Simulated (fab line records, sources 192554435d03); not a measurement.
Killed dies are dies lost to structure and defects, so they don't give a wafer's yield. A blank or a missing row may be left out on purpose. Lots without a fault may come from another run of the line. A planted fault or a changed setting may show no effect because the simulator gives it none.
fab line records | flow n5_finfet
record lots=7 wafers=21
route steps=1938 shown BEOL_M12@1608 BEOL_M13@1662 BEOL_M14@1716 BEOL_M15@1797
start_h: hours from the record's first day to the start of the lot's first wafer shown | wait_h: hours since the lot's step before | " the same as in the row above | L1.1+2: a row that stands for several wafers | - no value, or no start given | * or withheld: withheld | < > ~ a bound
route shown NAME@n: a module of which the file shows steps, and the number in the route of the first | usual: mean/standard deviation of fault-free wafers | same: alike in all rows | chamber/n: place in a boat | sites: the reading at each site | _std_site: their standard deviation | _edge_site: outer sites' mean less inner sites' | radius_mm: how far each site lies from the wafer's centre | mask NAME#n: copy n | behind: the tool/chamber that last shaped the wafer | hold: why the lot was held/for how many hours/how that ended | device: the transistor (n, p or np) that didn't switch | end of line: the same wafers' tests at the end of the route | a step without rows: its recipe alone | killed: dies lost to structure and defects at the first sort, not the wafer's yield | map: a wafer's dies, x killed, . not, _ none there
set.NAME: the setting as run; set.NAME@STEP: as run at that earlier step | model.NAME: the simulator's own value behind a step, which no gauge read
lots whose settings were changed on purpose; a table a step, a row a wafer
## steps
# step N5_BEOL_M12_EXPOSE_07
# recipe mask_id=V11 na=0.93 source_shape=conventional sigma_outer=0.6 polarization=unpolarized attpsm_phase_deg=180 dose_mj=32.5
# columns lot.wafer tool chamber start_h wait_h mask set.dose_mj
L076.1 krf_scanner-01 0 288.24 - V11#0 34.83
L076.3+6 " 0 " " V11#0 32.5
L075.1 krf_scanner-01 0 306.39 - V11#0 34.45
L075.2+3 " 0 " " V11#0 32.5
L080.1+2 krf_scanner-02 0 325.19 - V11#0 30.2
L080.4 " 0 " " V11#0 32.5
L082.1+3 krf_scanner-01 0 340.51 - V11#0 34.36
L082.5 " 0 " " V11#0 32.5
L088.3+6 krf_scanner-02 0 386.32 - V11#0 32.5
L088.4 " 0 " " V11#0 30.46
L094.2+4+6 krf_scanner-02 0 414.98 - V11#0 32.5
L096.2+6 krf_scanner-02 0 415.31 - V11#0 34.73
L096.4 " 0 " " V11#0 32.5
# step N5_BEOL_M12_PEB_08
# recipe peb_temp_c=130 peb_time_s=90
# step N5_BEOL_M12_DEVELOP_09
# recipe develop_time_s=45 rinse_liquid=diw dry=air_spin dev_temp_c=21
# step N5_BEOL_M12_HARDBAKE_14
# recipe temp_c=130 time_s=120
# step N5_BEOL_M12_CD_MEAS_10
# recipe target_cd_nm=140 landing_energy_ev=500 detector=se_inlens polarity=opening
# usual cd_nm=140.0/1.9
# columns lot.wafer tool chamber start_h wait_h set.dose_mj@BEOL_M12_EXPOSE_07 cd_nm
L076.1 cd_sem-02 0 288.42 - 34.83 147.4
L076.3 " 0 " " 32.5 138.4
L076.6 " 0 " " 32.5 141.1
L075.1 cd_sem-02 0 306.56 - 34.45 143.5
L075.2 " 0 " " 32.5 138.9
L075.3 " 0 " " 32.5 140.0
L080.1 cd_sem-02 0 325.37 - 30.2 132.3
L080.2 " 0 " " 30.2 134.2
L080.4 " 0 " " 32.5 139.5
L082.1 cd_sem-02 0 340.69 - 34.36 147.9
L082.3 " 0 " " 34.36 146.0
L082.5 " 0 " " 32.5 141.8
L088.3 cd_sem-01 0 386.48 - 32.5 140.5
L088.4 " 0 " " 30.46 134.6
L088.6 " 0 " " 32.5 139.2
L094.2 cd_sem-03 0 415.15 - 32.5 142.0
L094.4 " 0 " " 32.5 142.1
L094.6 " 0 " " 32.5 143.3
L096.2 cd_sem-01 0 415.48 - 34.73 147.9
L096.4 " 0 " " 32.5 139.5
L096.6 " 0 " " 34.73 145.8
# step N5_BEOL_M12_STRIP_71
# recipe chemistry=post_etch_residue_remover time_s=60 temp_c=25 remover_ph=withheld remover_water_wt_pct=withheld remover_fluoride_wt_pct=withheld
# step N5_BEOL_M12_SRD_72
# recipe time_s=30 temp_c=23 rinse_liquid=diw dry=n2_spin spin_rpm=1500 dry_time_s=30
# step N5_BEOL_M12_CD_MEAS_17
# recipe target_cd_nm=140 polarity=opening
# usual cd_nm=140.0/2.2
# columns lot.wafer tool chamber start_h wait_h set.dose_mj@BEOL_M12_EXPOSE_07 cd_nm
L076.1 cd_sem-02 - 289.00 0.0 34.83 148.5
L076.3 " - " " 32.5 137.9
L076.6 " - " " 32.5 140.3
L075.1 cd_sem-01 - 307.14 0.0 34.45 143.0
L075.2 " - " " 32.5 139.5
L075.3 " - " " 32.5 140.0
L080.1 cd_sem-03 - 325.95 0.0 30.2 132.5
L080.2 " - " " 30.2 134.2
L080.4 " - " " 32.5 138.7
L082.1 cd_sem-02 - 341.31 0.0 34.36 147.5
L082.3 " - " " 34.36 145.9
L082.5 " - " " 32.5 141.0
L088.3 cd_sem-01 - 387.07 0.0 32.5 141.0
L088.4 " - " " 30.46 134.5
L088.6 " - " " 32.5 138.0
L094.2 cd_sem-01 - 415.76 0.0 32.5 142.1
L094.4 " - " " 32.5 141.3
L094.6 " - " " 32.5 143.4
L096.2 cd_sem-03 - 416.06 0.0 34.73 149.0
L096.4 " - " " 32.5 138.4
L096.6 " - " " 34.73 145.2
# step N5_BEOL_M13_COAT_04
# recipe spin_rpm=1625 resist_thk_nm=400
# columns lot.wafer tool chamber start_h wait_h set.spin_rpm model.coat_of_BEOL_M13_COAT_04.thk_nm
L076.1 litho_track-05 0 - - 1625 402.4
L076.3 " 0 " " 1445 425.6
L076.6 " 0 " " 1445 426.6
L075.1 litho_track-05 0 - - 1541 411
L075.2 " 0 " " 1625 400
L075.3 " 0 " " 1541 412
L080.1 litho_track-03 0 - - 1625 398.4
L080.2 " 0 " " 1514 411.8
L080.4 " 0 " " 1625 398
L082.1 litho_track-03 0 - - 1625 398.8
L082.3+5 " 0 " " 1625 399.4
L088.3 litho_track-04 0 - - 1723 389
L088.4 " 0 " " 1625 400
L088.6 " 0 " " 1625 400.2
L094.2+4+6 litho_track-04 0 - - 1625 398.8
L096.2 litho_track-03 0 - - 1723 386.8
L096.4 " 0 " " 1723 388.8
L096.6 " 0 " " 1625 398.6
# step N5_BEOL_M13_DESCUM_15
# recipe chemistry=O2 time_s=7.9 source_power_w=50 bias_power_w=20 pressure_mtorr=20 rf_frequency_hz=2.712e+07 temp_c=40 o2_flow_sccm=225
# columns lot.wafer tool chamber start_h wait_h set.time_s
L076.1+6 rie_diel-05 0 293.00 0.0 7.9
L076.3 " 2 " " 6.386
L075.1+2+3 rie_diel-06 1,3,2 311.13 0.0 7.9
L080.1 rie_diel-06 0 329.68 0.0 7.9
L080.2+4 " 3,1 " " 9.006
L082.1 rie_diel-02 0 346.27 0.0 8.71
L082.3+5 " 1,3 " " 7.9
L088.3+4 rie_diel-06 3,0 393.90 0.0 7.9
L088.6 " 2 " " 8.604
L094.2+4+6 rie_diel-02 1,0,3 424.07 0.0 7.9
L096.2+4 rie_diel-06 3,0 424.61 0.0 8.981
L096.6 " 0 " " 7.9
# step N5_BEOL_M13_ETCH_59
# recipe chemistry=N2/H2 target=BARC target_depth_a=890 overetch_a=267 time_s=67.9 ion_energy_ev=200 pressure_mtorr=30 source_w=840 bias_w=150 n2_flow_sccm=200 h2_flow_sccm=200
# columns lot.wafer tool chamber start_h wait_h set.spin_rpm@BEOL_M13_COAT_04 model.coat_of_BEOL_M13_COAT_04.thk_nm
L076.1 rie_diel-05 0 293.04 0.0 1625 318.8
L076.3 " 2 " " 1445 342.8
L076.6 " 0 " " 1445 343.6
L075.1 rie_diel-06 1 311.16 0.0 1541 327.4
L075.2 " 3 " " 1625 319.4
L075.3 " 2 " " 1541 331.2
L080.1 rie_diel-06 0 329.71 0.0 1625 315.2
L080.2 " 3 " " 1514 331
L080.4 " 1 " " 1625 313.4
L082.1 rie_diel-02 0 346.31 0.0 1625 313.2
L082.3 " 1 " " 1625 316.6
L082.5 " 3 " " 1625 315.4
L088.3 rie_diel-06 3 393.93 0.0 1723 305.8
L088.4 " 0 " " 1625 316.2
L088.6 " 2 " " 1625 318.6
L094.2 rie_diel-02 1 424.11 0.0 1625 316.4
L094.4 " 0 " " 1625 313.4
L094.6 " 3 " " 1625 314.6
L096.2 rie_diel-06 3 424.65 0.0 1723 303.8
L096.4 " 0 " " 1723 305.2
L096.6 " 0 " " 1625 315
# step N5_BEOL_M13_VIA_ETCH_16
# recipe chemistry=C4F8/O2/Ar target=SiOC pressure_mtorr=30 source_w=3000 bias_w=700 Ar_flow_sccm=400 C4F8_flow_sccm=15 O2_flow_sccm=8 he_inner_torr=15 he_outer_torr=30 target_depth_a=9217 time_s=withheld ion_energy_ev=250 ends=cleared
# columns lot.wafer tool chamber start_h wait_h set.spin_rpm@BEOL_M13_COAT_04 model.coat_of_BEOL_M13_COAT_04.thk_nm
L076.1 rie_diel-05 0 293.09 0.0 1625 71
L076.3 " 2 " " 1445 93.8
L076.6 " 0 " " 1445 93
L075.1 rie_diel-06 1 311.21 0.0 1541 81.8
L075.2 " 3 " " 1625 79.6
L075.3 " 2 " " 1541 88
L080.1 rie_diel-06 0 329.76 0.0 1625 66.6
L080.2 " 3 " " 1514 82.2
L080.4 " 1 " " 1625 63.4
L082.1 rie_diel-02 0 346.36 0.0 1625 67.8
L082.3 " 1 " " 1625 73.2
L082.5 " 3 " " 1625 69
L088.3 rie_diel-06 3 393.98 0.0 1723 53.4
L088.4 " 0 " " 1625 64.8
L088.6 " 2 " " 1625 64.6
L094.2 rie_diel-02 1 424.16 0.0 1625 72.2
L094.4 " 0 " " 1625 62.4
L094.6 " 3 " " 1625 63.8
L096.2 rie_diel-06 3 424.70 0.0 1723 57.8
L096.4 " 0 " " 1723 58.2
L096.6 " 0 " " 1625 66.4
# step N5_BEOL_M13_STRIP_63
# recipe chemistry=N2/H2 power_w=1000 temp_c=250 h2_frac=0.65 overash_fraction=0.3 pressure_mtorr=1000 n2_flow_sccm=1750 h2_flow_sccm=3250
# usual strip_time_to_endpoint_s=27.5/1
# columns lot.wafer tool chamber start_h wait_h set.spin_rpm@BEOL_M13_COAT_04 strip_time_to_endpoint_s
L076.1 plasma_asher-02 1 293.32 - 1625 27.9
L076.3 " 0 " " 1445 34.5
L076.6 " 0 " " 1445 34.2
L075.1 plasma_asher-01 0 311.45 - 1541 31.1
L075.2 " 1 " " 1625 30.5
L075.3 " 1 " " 1541 32.8
L080.1 plasma_asher-01 1 330.00 - 1625 26.7
L080.2 " 0 " " 1514 31.2
L080.4 " 0 " " 1625 25.7
L082.1 plasma_asher-01 0 346.60 - 1625 27.0
L082.3 " 1 " " 1625 28.6
L082.5 " 1 " " 1625 27.4
L088.3 plasma_asher-01 1 394.24 - 1723 22.6
L088.4 " 0 " " 1625 26.1
L088.6 " 0 " " 1625 26.1
L094.2 plasma_asher-01 0 424.39 - 1625 28.3
L094.4 " 0 " " 1625 25.4
L094.6 " 1 " " 1625 25.9
L096.2 plasma_asher-02 1 424.94 - 1723 24.0
L096.4 " 0 " " 1723 24.1
L096.6 " 0 " " 1625 26.6
# step N5_BEOL_M14_ILD_DEP_00
# recipe material=SiO2 target_thk_a=11193 temp_c=400 precursor=TEOS/O2 pressure_torr=6.5 rf_w=900 teos_flow_sccm=161.4 gas=O2 flow_sccm=2650 time_s=237.4
# columns lot.wafer tool chamber start_h wait_h set.temp_c
L076.1+3+6 pecvd-02 1,0,2 297.20 0.0 400
L075.1+3 pecvd-03 2,1 314.45 0.0 400
L075.2 " 0 " " 395.3
L080.1+2+4 pecvd-03 0,2,0 334.54 0.0 400
L082.1+5 pecvd-02 0,1 350.70 0.0 395.5
L082.3 " 1 " " 400
L088.3+4 pecvd-01 0 401.48 0.0 400
L088.6 " 1 " " 395.5
L094.2+4+6 pecvd-03 1,1,0 431.69 0.0 400
L096.2+4+6 pecvd-01 2,2,1 433.30 0.0 400
# step N5_BEOL_M14_PEB_08
# recipe peb_temp_c=130 peb_time_s=90
# columns lot.wafer tool chamber start_h wait_h set.peb_temp_c
L076.1+3+6 litho_track-04 0 297.58 0.1 130
L075.1+2 litho_track-04 0 314.83 0.1 130
L075.3 " 0 " " 126.4
L080.1 litho_track-02 0 334.92 0.1 127.3
L080.2+4 " 0 " " 130
L082.1 litho_track-04 0 351.08 0.1 127
L082.3+5 " 0 " " 130
L088.3+6 litho_track-04 0 401.99 0.0 130
L088.4 " 0 " " 132.7
L094.2+4+6 litho_track-01 0 432.20 0.0 130
L096.2 litho_track-01 0 433.68 0.0 131.1
L096.4+6 " 0 " " 130
# step N5_BEOL_M14_DEVELOP_09
# recipe develop_time_s=45 rinse_liquid=diw dry=air_spin dev_temp_c=21
# step N5_BEOL_M14_HARDBAKE_14
# recipe temp_c=130 time_s=120
# step N5_BEOL_M14_CD_MEAS_10
# recipe target_cd_nm=250 landing_energy_ev=500 detector=se_inlens polarity=opening
# usual cd_nm=249.3/2.2
# columns lot.wafer tool chamber start_h wait_h set.peb_temp_c@BEOL_M14_PEB_08 cd_nm
L076.1 cd_sem-01 0 297.70 - 130 252.3
L076.3 " 0 " " 130 251.7
L076.6 " 0 " " 130 251.7
L075.1 cd_sem-01 0 314.95 - 130 252.0
L075.2 " 0 " " 130 248.6
L075.3 " 0 " " 126.4 230.1
L080.1 cd_sem-01 0 335.03 - 127.3 233.2
L080.2 " 0 " " 130 250.8
L080.4 " 0 " " 130 248.8
L082.1 cd_sem-03 0 351.20 - 127 233.4
L082.3 " 0 " " 130 250.7
L082.5 " 0 " " 130 251.0
L088.3 cd_sem-03 0 402.11 - 130 251.6
L088.4 " 0 " " 132.7 263.3
L088.6 " 0 " " 130 252.6
L094.2 cd_sem-03 0 432.31 - 130 246.8
L094.4 " 0 " " 130 247.4
L094.6 " 0 " " 130 247.7
L096.2 cd_sem-03 0 433.79 - 131.1 252.2
L096.4 " 0 " " 130 247.0
L096.6 " 0 " " 130 247.5
# step N5_BEOL_M14_DESCUM_15
# recipe chemistry=O2 time_s=7.9 source_power_w=50 bias_power_w=20 pressure_mtorr=20 rf_frequency_hz=2.712e+07 temp_c=40 o2_flow_sccm=225
# step N5_BEOL_M14_ETCH_59
# recipe chemistry=N2/H2 target=BARC target_depth_a=890 overetch_a=267 time_s=67.9 ion_energy_ev=200 pressure_mtorr=30 source_w=840 bias_w=150 n2_flow_sccm=200 h2_flow_sccm=200
# step N5_BEOL_M14_VIA_ETCH_16
# recipe chemistry=C4F8/O2/Ar target=SiO2 he_inner_torr=15 he_outer_torr=30 target_depth_a=12313 time_s=withheld ion_energy_ev=800 pressure_mtorr=20 source_w=1905 bias_w=2040 Ar_flow_sccm=400 C4F8_flow_sccm=16 O2_flow_sccm=12 ends=cleared
# columns lot.wafer tool chamber start_h wait_h set.temp_c@BEOL_M14_ILD_DEP_00 model.coat_of_BEOL_M14_COAT_04.thk_nm
L076.1 rie_diel-04 0 297.87 0.0 400 452.2
L076.3 " 1 " " 400 446.4
L076.6 " 0 " " 400 444.2
L075.1 rie_diel-01 1 315.41 0.0 400 456.2
L075.2 " 3 " " 395.3 441
L075.3 " 2 " " 400 457.2
L080.1 rie_diel-01 2 335.21 0.0 400 447.4
L080.2 " 0 " " 400 449.4
L080.4 " 3 " " 400 439.8
L082.1 rie_diel-01 2 351.38 0.0 395.5 443.2
L082.3 " 3 " " 400 457.6
L082.5 " 1 " " 395.5 448.6
L088.3 rie_diel-03 2 402.65 0.0 400 453
L088.4 " 3 " " 400 445.4
L088.6 " 0 " " 395.5 428.4
L094.2 rie_diel-03 0 432.49 0.0 400 453.6
L094.4 " 3 " " 400 450.6
L094.6 " 1 " " 400 455.4
L096.2 rie_diel-03 3 434.04 0.0 400 451
L096.4 " 2 " " 400 449.6
L096.6 " 3 " " 400 449
# step N5_BEOL_M14_STRIP_63
# recipe chemistry=O2 power_w=600 temp_c=60 pressure_mtorr=30 rf_frequency_hz=6e+07 bias_power_w=0 overash_fraction=0.3 o2_flow_sccm=225
# step N5_BEOL_M14_STRIP_64
# recipe chemistry=O2 power_w=600 temp_c=60 pressure_mtorr=30 rf_frequency_hz=6e+07 bias_power_w=0 overash_fraction=0.3 o2_flow_sccm=225
# step N5_BEOL_M14_STRIP_71
# recipe chemistry=post_etch_residue_remover time_s=60 temp_c=25 remover_ph=withheld remover_water_wt_pct=withheld remover_fluoride_wt_pct=withheld
# step N5_BEOL_M14_SRD_72
# recipe time_s=30 temp_c=23 rinse_liquid=diw dry=n2_spin spin_rpm=1500 dry_time_s=30
# step N5_BEOL_M14_CD_MEAS_17
# recipe target_cd_nm=250 polarity=opening
# usual cd_nm=250.1/2.4
# columns lot.wafer tool chamber start_h wait_h set.peb_temp_c@BEOL_M14_PEB_08 cd_nm
L076.1 cd_sem-03 - 298.22 0.0 130 253.9
L076.3 " - " " 130 253.1
L076.6 " - " " 130 253.2
L075.1 cd_sem-01 - 315.76 0.0 130 253.8
L075.2 " - " " 130 251.1
L075.3 " - " " 126.4 230.5
L080.1 cd_sem-01 - 335.56 0.0 127.3 233.4
L080.2 " - " " 130 251.7
L080.4 " - " " 130 249.2
L082.1 cd_sem-02 - 351.74 0.0 127 235.4
L082.3 " - " " 130 251.5
L082.5 " - " " 130 253.0
L088.3 cd_sem-02 - 403.00 0.0 130 250.3
L088.4 " - " " 132.7 265.3
L088.6 " - " " 130 252.5
L094.2 cd_sem-02 - 432.84 0.0 130 247.2
L094.4 " - " " 130 248.8
L094.6 " - " " 130 248.3
L096.2 cd_sem-03 - 434.39 0.0 131.1 253.2
L096.4 " - " " 130 246.1
L096.6 " - " " 130 249.4
# step N5_BEOL_M15_COAT_22
# recipe spin_rpm=1704 resist_thk_nm=800
# columns lot.wafer tool chamber start_h wait_h set.spin_rpm model.coat_of_BEOL_M15_COAT_22.thk_nm
L076.1 litho_track-03 0 - - 1576 834
L076.3 " 0 " " 1576 832.4
L076.6 " 0 " " 1704 801.8
L075.1 litho_track-01 0 - - 1704 799.8
L075.2 " 0 " " 1635 817.4
L075.3 " 0 " " 1704 797.4
L080.1 litho_track-03 0 - - 1704 799.4
L080.2 " 0 " " 1704 799
L080.4 " 0 " " 1704 797
L082.1 litho_track-05 0 - - 1704 805.2
L082.3 " 0 " " 1704 800.6
L082.5 " 0 " " 1530 847
L088.3 litho_track-03 0 - - 1546 837.8
L088.4 " 0 " " 1704 799
L088.6 " 0 " " 1546 840.4
L094.2 litho_track-05 0 - - 1704 804.6
L094.4 " 0 " " 1704 803.4
L094.6 " 0 " " 1704 804
L096.2 litho_track-01 0 - - 1704 804
L096.4 " 0 " " 1639 820
L096.6 " 0 " " 1639 818
## key
split step=N5_BEOL_M12_EXPOSE_07 setting=dose_mj stated=32.5 by=wafer
response step=N5_BEOL_M12_CD_MEAS_10 reading=cd_nm change=+0.921 per=1% r=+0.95
response step=N5_BEOL_M12_CD_MEAS_17 reading=cd_nm change=+0.97 per=1% r=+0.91
split step=N5_BEOL_M13_COAT_04 setting=spin_rpm stated=1625 by=wafer
response step=N5_BEOL_M13_COAT_04 reading=model.coat_of_BEOL_M13_COAT_04.thk_nm change=-2.03 per=1% r=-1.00
response step=N5_BEOL_M13_ETCH_59 reading=model.coat_of_BEOL_M13_COAT_04.thk_nm change=-2.12 per=1% r=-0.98
response step=N5_BEOL_M13_VIA_ETCH_16 reading=model.coat_of_BEOL_M13_COAT_04.thk_nm change=-1.9 per=1% r=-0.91
response step=N5_BEOL_M13_STRIP_63 reading=strip_time_to_endpoint_s change=* per=1% r=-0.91
split step=N5_BEOL_M13_DESCUM_15 setting=time_s stated=7.9 by=wafer
response none clear
split step=N5_BEOL_M14_ILD_DEP_00 setting=temp_c stated=400 by=wafer
response step=N5_BEOL_M14_VIA_ETCH_16 reading=model.coat_of_BEOL_M14_COAT_04.thk_nm change=+14.1 per=1% r=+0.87
split step=N5_BEOL_M14_PEB_08 setting=peb_temp_c stated=130 by=wafer
response step=N5_BEOL_M14_CD_MEAS_10 reading=cd_nm change=+7.07 per=1% r=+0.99
response step=N5_BEOL_M14_CD_MEAS_17 reading=cd_nm change=+7.54 per=1% r=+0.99
split step=N5_BEOL_M15_COAT_22 setting=spin_rpm stated=1704 by=wafer
response step=N5_BEOL_M15_COAT_22 reading=model.coat_of_BEOL_M15_COAT_22.thk_nm change=-4.29 per=1% r=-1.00
